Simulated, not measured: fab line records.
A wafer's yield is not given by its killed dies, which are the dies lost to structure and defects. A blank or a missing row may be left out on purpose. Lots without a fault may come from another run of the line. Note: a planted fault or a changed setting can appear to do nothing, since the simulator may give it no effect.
fab line records	flow nand-harc
record: lots: 13	wafers: 39	last-day: 33
route steps=1302 shown P_GATE@190 P_CONTACT@217 END@1302
lots untouched by any fault: they come from a run of this same line in which no faults occurred
start-h: start of the lot's first displayed wafer, in hours after the record's first day	wait-h: hours from the lot's prior step to this one	" identical to the entry in the row above	L1.1+2: several wafers, shown together as one row	- no value present, or no start provided	* or withheld: withheld	< > ~ a bound
route shown NAME@n: a module of which the file shows steps, and the number in the route of the first	usual: mean/standard deviation taken from wafers without a fault	same: alike in all rows	chamber/n: place in a boat	sites: readings site by site	_std_site: how widely they spread, as a standard deviation	_edge_site: outer sites' mean less inner sites'	radius-mm: how far each site lies from the wafer's centre	mask NAME#n: copy n	behind: tool/chamber where the wafer was last shaped	hold: cause of the lot's hold/its duration in hours/its outcome	device: whichever transistor did not switch (one of n, p or np)	end of line: the route-end tests of the same wafers	a step given without rows: its recipe and nothing more	killed: count of dies lost to structure and defects at first sort (not the wafer's yield)	map: dies across one wafer; x = killed, . = not, _ = none there
set.NAME: the setting as run; set.NAME@STEP: as run at that earlier step	model.NAME: the simulator's own value behind a step, which no gauge read
route steps across a sampled set of lots; one table per step, one row per wafer
services: from which hour (start-h, from the record's first day; less than 0 if before it) a tool's chamber was out of use, for how many hours, and why
== steps ==
step: NHARC_P_GATE_STRIP_76
recipe: power-w: 1500	temp-c: 250	chemistry: O2
usual: drypump-motor-current-A: 5.7/0.34	heater-power-w: 351/35
lot.wafer	tool	chamber	start-h	wait-h	drypump-motor-current-A	heater-power-w	rf-hours-counter-h
L807.1	plasma-asher-01	0	114.42	0.2	6.2	342	26
L807.2	"	1	"	"	5.9	399	26
L807.5	"	1	"	"	5.9	400	-
L808.2	plasma-asher-02	0	114.61	0.2	5.5	350	6
L808.4	"	0	"	"	5.5	332	-
L808.5	"	0	"	"	5.5	342	-
L809.3	plasma-asher-02	0	126.83	0.2	5.5	353	-
L809.4	"	1	"	"	5.3	317	-
L809.5	"	0	"	"	5.5	352	-
L814.1	plasma-asher-02	1	178.31	0.2	5.3	315	21
L814.2	"	0	"	"	5.5	342	21
L814.3	"	1	"	"	5.3	320	-
L815.4	plasma-asher-01	0	190.77	0.2	6.2	348	-
L815.3	"	1	"	"	5.9	408	-
L815.5	"	1	"	"	5.9	424	-
L816.2	plasma-asher-02	1	200.04	0.2	5.3	319	25
L816.4	"	0	"	"	5.4	345	-
L816.6	"	1	"	"	5.3	333	-
L824.2	plasma-asher-01	1	286.31	0.2	5.9	404	23
L824.3	"	0	"	"	6.2	344	-
L824.6	"	0	"	"	6.2	344	-
L825.1	plasma-asher-02	0	286.63	0.2	5.5	342	5
L825.3	"	1	"	"	5.3	327	-
L825.6	"	0	"	"	5.5	347	-
L826.4	plasma-asher-02	1	300.42	0.2	5.3	320	-
L826.3	"	0	"	"	5.5	345	-
L826.5	"	1	"	"	5.3	313	-
L827.2	plasma-asher-02	0	312.59	0.2	5.5	340	10
L827.1	"	1	"	"	5.3	307	10
L827.5	"	1	"	"	5.3	316	-
L828.2	plasma-asher-02	0	320.10	0.2	5.5	346	12
L828.3	"	0	"	"	5.5	344	-
L828.5	"	0	"	"	5.5	336	-
L829.3	plasma-asher-02	1	334.23	0.1	5.3	323	-
L829.5	"	0	"	"	5.5	342	-
L829.6	"	1	"	"	5.3	318	-
L830.3	plasma-asher-02	0	338.93	0.2	5.5	337	-
L830.4	"	1	"	"	5.3	315	-
L830.6	"	0	"	"	5.5	336	-
step: NHARC_P_CONTACT_DEP_30
recipe: target-thk-a: 300	temp-c: 400	target-thk-nm: 30	flow-sccm: 200	rf-w: 450	material: SiNx
usual: heater-power-outer-w: 394/48	heater-power-w: 668/63
lot.wafer	tool	chamber	start-h	wait-h	heater-power-outer-w	heater-power-w
L807.1	pecvd-01	0	118.53	0.1	449	736
L807.2	"	1	"	"	428	731
L807.5	"	0	"	"	450	721
L808.2	pecvd-04	2	118.70	0.1	348	627
L808.4	"	1	"	"	480	808
L808.5	"	2	"	"	366	625
L809.3	pecvd-02	0	130.95	0.1	322	586
L809.5	"	1	"	"	444	696
L809.4	"	2	"	"	409	701
L814.2	pecvd-04	0	182.37	0.1	-	-
L814.3	"	1	"	"	-	-
L814.1	"	2	"	"	-	-
L815.3	pecvd-01	0	194.89	0.1	-	-
L815.4	"	2	"	"	-	-
L815.5	"	0	"	"	-	-
L816.2	pecvd-01	1	204.05	0.1	-	-
L816.4	"	0	"	"	-	-
L816.6	"	1	"	"	-	-
L824.3	pecvd-01	0	290.42	0.1	408	697
L824.2	"	2	"	"	369	657
L824.6	"	0	"	"	409	697
L825.3	pecvd-04	1	290.74	0.1	457	755
L825.1	"	0	"	"	326	619
L825.6	"	0	"	"	335	614
L826.3	pecvd-04	1	304.41	0.1	442	732
L826.4	"	1	"	"	435	723
L826.5	"	2	"	"	323	566
L827.1	pecvd-02	2	316.79	0.1	414	691
L827.2	"	0	"	"	403	705
L827.5	"	0	"	"	393	679
L828.3	pecvd-04	2	324.08	0.1	398	677
L828.2	"	0	"	"	306	613
L828.5	"	0	"	"	308	605
L829.3	pecvd-02	0	338.43	0.1	363	617
L829.6	"	0	"	"	340	629
L829.5	"	1	"	"	350	585
L830.3	pecvd-01	1	342.93	0.1	486	788
L830.6	"	0	"	"	453	740
L830.4	"	1	"	"	484	798
step: NHARC_P_CONTACT_DEP_00
recipe: target-thk-a: 5000	temp-c: 400	pressure-torr: 6.5	rf-w: 900	teos-flow-sccm: 161.4	flow-sccm: 2650	target-thk-nm: 500	gas: O2	material: SiO2
usual: chamber-pressure-Torr: 6.500/0.013	flow-sccm: 2653/8.3	heater-power-w: 505/67	throttle-valve-pct: 16.2/0.59
lot.wafer	tool	chamber	start-h	wait-h	chamber-pressure-Torr	flow-sccm	heater-power-w	throttle-valve-pct
L807.1	pecvd-01	0	-	-	6.496	2655	535	16.3
L807.2	"	1	"	"	6.507	2658	614	16.3
L807.5	"	0	"	"	6.492	2651	570	16.6
L808.2	pecvd-04	2	-	-	6.489	2661	502	14.7
L808.4	"	1	"	"	6.494	2666	632	15.2
L808.5	"	2	"	"	6.487	2651	526	14.5
L809.3	pecvd-02	0	-	-	6.512	2662	426	16.7
L809.5	"	1	"	"	6.495	2667	533	15.9
L809.4	"	2	"	"	6.505	2644	533	15.5
L814.2	pecvd-04	0	182.60	0.2	6.503	2651	560	16.0
L814.3	"	1	"	"	6.487	2658	656	15.4
L814.1	"	2	"	"	6.505	2637	505	14.7
L815.3	pecvd-01	0	195.13	0.2	6.524	2639	545	16.6
L815.4	"	2	"	"	6.506	2655	398	16.1
L815.5	"	0	"	"	6.514	2654	574	16.4
L816.2	pecvd-01	1	204.30	0.2	6.504	2654	577	16.6
L816.4	"	0	"	"	6.496	2654	505	16.5
L816.6	"	1	"	"	6.500	2661	454	16.5
L824.3	pecvd-01	0	-	-	6.507	2649	479	16.5
L824.2	"	2	"	"	6.503	2659	415	16.5
L824.6	"	0	"	"	6.497	2654	510	16.8
L825.3	pecvd-04	1	-	-	6.509	2665	630	15.2
L825.1	"	0	"	"	6.512	2656	459	16.3
L825.6	"	0	"	"	6.489	2648	498	16.2
L826.3	pecvd-04	1	-	-	6.511	2651	619	15.1
L826.4	"	1	"	"	6.520	2664	655	15.5
L826.5	"	2	"	"	6.515	2643	543	14.8
L827.1	pecvd-02	2	-	-	6.509	2649	493	15.7
L827.2	"	0	"	"	6.486	2641	441	16.6
L827.5	"	0	"	"	6.492	2646	455	17.0
L828.3	pecvd-04	2	-	-	6.491	2651	430	14.9
L828.2	"	0	"	"	6.511	2650	511	16.7
L828.5	"	0	"	"	6.530	2659	523	16.3
L829.3	pecvd-02	0	-	-	6.527	2656	489	16.9
L829.6	"	0	"	"	6.512	2656	495	17.0
L829.5	"	1	"	"	6.494	2646	461	16.4
L830.3	pecvd-01	1	-	-	6.499	2650	623	16.5
L830.6	"	0	"	"	6.504	2657	452	16.9
L830.4	"	1	"	"	6.497	2664	494	16.3
step: NHARC_P_CONTACT_OVL_MEAS_13
usual: overlay-x-nm: 0.2/0.81	overlay-y-nm: 0.0/0.74
lot.wafer	tool	chamber	start-h	wait-h	overlay-x-nm	overlay-y-nm
L807.1	overlay-01	-	120.11	-	0.8	-1.7
L807.2	"	-	"	"	1.4	-1.5
L807.5	"	-	"	"	1.3	-1.5
L808.2	overlay-01	-	120.29	-	1.3	-0.1
L808.4	"	-	"	"	1.4	0.4
L808.5	"	-	"	"	0.9	-0.1
L809.3	overlay-01	-	132.49	-	-1.1	1.4
L809.4	"	-	"	"	-0.9	0.2
L809.5	"	-	"	"	-0.2	0.4
L814.1	overlay-01	-	183.99	-	-0.9	0.9
L814.2	"	-	"	"	-1.4	1.3
L814.3	"	-	"	"	-0.8	0.8
L815.3	overlay-02	-	200.24	-	0.4	-0.1
L815.4	"	-	"	"	0.0	0.1
L815.5	"	-	"	"	-0.5	-0.3
L816.2	overlay-02	-	205.61	-	0.0	-0.3
L816.4	"	-	"	"	0.0	-0.2
L816.6	"	-	"	"	0.5	-0.2
L824.2	overlay-01	-	291.92	-	1.5	0.7
L824.3	"	-	"	"	1.3	0.6
L824.6	"	-	"	"	1.3	0.1
L825.1	overlay-02	-	292.37	-	1.1	-0.1
L825.3	"	-	"	"	1.4	0.2
L825.6	"	-	"	"	1.5	0.2
L826.3	overlay-01	-	305.88	-	0.7	0.0
L826.4	"	-	"	"	0.7	0.1
L826.5	"	-	"	"	1.0	-0.1
L827.1	overlay-02	-	318.41	-	-0.2	2.0
L827.2	"	-	"	"	-0.5	1.7
L827.5	"	-	"	"	-0.3	2.1
L828.2	overlay-02	-	325.67	-	1.9	0.4
L828.3	"	-	"	"	1.1	0.1
L828.5	"	-	"	"	1.0	0.0
L829.3	overlay-01	-	340.06	-	0.7	-0.3
L829.5	"	-	"	"	1.5	-0.2
L829.6	"	-	"	"	1.0	-0.4
L830.3	overlay-01	-	344.52	-	-1.1	0.4
L830.4	"	-	"	"	-1.0	0.1
L830.6	"	-	"	"	-0.9	0.5
step: NHARC_END_SORT_01
recipe: temp-c: 25
usual: killed-at-array: 57/19	killed-at-other: 0.9/1.1	killed-at-periphery: 4.0/2.6	killed-dies: 62/19	killed-open: 3.3/1.8	killed-short: 2.4/1.7
same: gross-dies: 677
lot.wafer	tool	chamber	start-h	wait-h	killed-at-array	killed-at-other	killed-at-periphery	killed-dies	killed-open	killed-short
L814.1	prober-02	0	618.23	2.6	70	2	259	331	4	2
L814.2	prober-02	0	619.04	2.8	79	0	264	343	4	0
L814.3	prober-02	0	619.84	3.1	78	3	245	326	5	1
L816.2	prober-02	0	636.03	2.8	69	3	236	308	0	5
L816.4	prober-02	0	637.64	3.4	93	2	249	344	4	3
L816.6	prober-02	0	639.25	4.0	69	2	251	322	4	6
L815.3	prober-01	0	636.79	3.1	51	2	257	310	2	0
L815.4	prober-01	0	637.59	3.4	58	0	250	308	3	6
L815.5	prober-01	0	638.39	3.7	49	1	257	307	2	2
killed by level:class
L814.1 P_CONTACT:area-dep=256 A_CHANNEL_HOLE_D2:chamber-film-flake=34 A_SLIT:chamber-film-flake=18 A_CONTACT:chamber-film-flake=6 A_CHANNEL_HOLE_D1:chamber-film-flake=5 P_M0:geometric-particle:open=2 THIN_TSV:chamber-film-flake=2 A_SGD_CUT:geometric-particle:open=1
L814.2 P_CONTACT:area-dep=262 A_SLIT:chamber-film-flake=41 A_CHANNEL_HOLE_D2:chamber-film-flake=30 A_BLC:geometric-particle:open=2 P_M0:geometric-particle:open=1 P_M1:geometric-particle:open=1 A_CHANNEL_HOLE_D1:chamber-film-flake=1 A_CHANNEL_FILL_D2:chamber-film-flake=1
L814.3 P_CONTACT:area-dep=244 A_SLIT:chamber-film-flake=30 A_CHANNEL_HOLE_D2:chamber-film-flake=25 A_CONTACT:chamber-film-flake=5 A_STAIRCASE:chamber-film-flake=3 A_WL_FILL:chamber-film-flake=3 THIN_TSV:chamber-film-flake=3 A_BLC:geometric-particle:open=2
L816.2 P_CONTACT:area-dep=231 A_CHANNEL_HOLE_D1:chamber-film-flake=33 A_SLIT:chamber-film-flake=14 A_CHANNEL_HOLE_D2:chamber-film-flake=11 A_ZERO_WELL:chamber-film-flake=3 THIN_TSV:chamber-film-flake=3 A_CHANNEL_FILL_D2:geometric-particle:short=2 P_ZERO_WELL:chamber-film-flake=2
L815.3 P_CONTACT:area-dep=257 A_CHANNEL_HOLE_D2:chamber-film-flake=28 A_CHANNEL_HOLE_D1:chamber-film-flake=7 A_BLC:chamber-film-flake=6 A_CHANNEL_FILL_D1:chamber-film-flake=4 A_WL_FILL:chamber-film-flake=2 A_ONON_D2:geometric-particle:open=1 A_M0:geometric-particle:open=1
L815.4 P_CONTACT:area-dep=248 A_CHANNEL_HOLE_D2:chamber-film-flake=32 A_BLC:chamber-film-flake=6 A_CHANNEL_HOLE_D1:chamber-film-flake=3 A_WL_FILL:geometric-particle:short=2 A_STAIRCASE:chamber-film-flake=2 A_WL_FILL:chamber-film-flake=2 A_CONTACT:chamber-film-flake=2
L816.4 P_CONTACT:area-dep=246 A_CHANNEL_HOLE_D1:chamber-film-flake=36 A_SLIT:chamber-film-flake=25 A_CHANNEL_HOLE_D2:chamber-film-flake=7 A_CONTACT:chamber-film-flake=6 A_STAIRCASE:chamber-film-flake=4 A_CHANNEL_FILL_D1:chamber-film-flake=3 A_CHANNEL_FILL_D2:geometric-particle:short=2
L815.5 P_CONTACT:area-dep=257 A_CHANNEL_HOLE_D2:chamber-film-flake=28 A_CHANNEL_HOLE_D1:chamber-film-flake=6 A_BLC:chamber-film-flake=4 A_DECK1_JOINT:chamber-film-flake=2 A_CONTACT:chamber-film-flake=2 A_CHANNEL_FILL_D1:geometric-particle:short=1 A_CHANNEL_HOLE_D2:geometric-particle:short=1
L816.6 P_CONTACT:area-dep=248 A_CHANNEL_HOLE_D1:chamber-film-flake=33 A_SLIT:chamber-film-flake=18 A_CHANNEL_HOLE_D2:chamber-film-flake=7 A_ZERO_WELL:chamber-film-flake=2 A_CONTACT:chamber-film-flake=2 P_GATE:geometric-particle:short=1 P_M0:geometric-particle:short=1
== services ==
tool	chamber	start-h	hours	kind
pecvd-04	0	101.14	-	clean
pecvd-04	1	101.14	-	clean
pecvd-04	2	101.14	-	clean
pecvd-02	-	108.87	0.6	repair
pecvd-01	-	130.00	13.0	pm
pecvd-01	0	130.00	13.0	vent-cycle
pecvd-01	1	130.00	13.0	vent-cycle
pecvd-01	2	130.00	13.0	vent-cycle
plasma-asher-02	-	142.46	1.9	repair
pecvd-01	0	143.00	-	clean
pecvd-01	1	143.00	-	clean
pecvd-01	2	143.00	-	clean
pecvd-02	-	160.07	1.4	repair
plasma-asher-01	-	165.24	9.0	pm
pecvd-01	-	216.90	0.4	repair
pecvd-04	-	218.42	5.1	repair
pecvd-02	-	227.47	13.0	pm
plasma-asher-02	-	245.17	5.9	repair
plasma-asher-02	-	251.10	9.0	pm
plasma-asher-02	0	251.10	9.0	vent-cycle
pecvd-04	-	274.05	13.0	pm
pecvd-02	1	288.40	9.3	repair
pecvd-01	-	311.00	13.0	pm
plasma-asher-01	-	342.24	9.0	pm
== key ==
first-sign: step: NHARC_P_CONTACT_DEP_30	reading: tool-record	direction: missing
effect: step: NHARC_END_SORT_01	reading: killed-at-periphery	direction: up	sigmas: 96	usual: 4.0	struck: 252
more-kills-born-at: NHARC_P_CONTACT_DEP_30@pecvd-01: 1487	NHARC_P_CONTACT_DEP_30@pecvd-04: 762
met-at NHARC_P_CONTACT_DEP_30
struck-lots L814,L815,L816
tester-left-out L814,L815,L816
not-acting-at NHARC_P_GATE_STRIP_76,NHARC_P_CONTACT_DEP_00,NHARC_P_CONTACT_OVL_MEAS_13
onset-between 118.70 182.37
fault: kind: skipped-step-whole	tool: pecvd-01,pecvd-04	chamber: -	onset-h: 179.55	steps: NHARC_P_CONTACT_DEP_30	scope: struck-lots-only
tester-left-out: of these lots the tester's yield and bins aren't shown, on N5 and GAA mostly nor the transistor test; their killed dies are dies lost to structure and defects alone, not to doping, threshold or leakage, so they don't give the yield
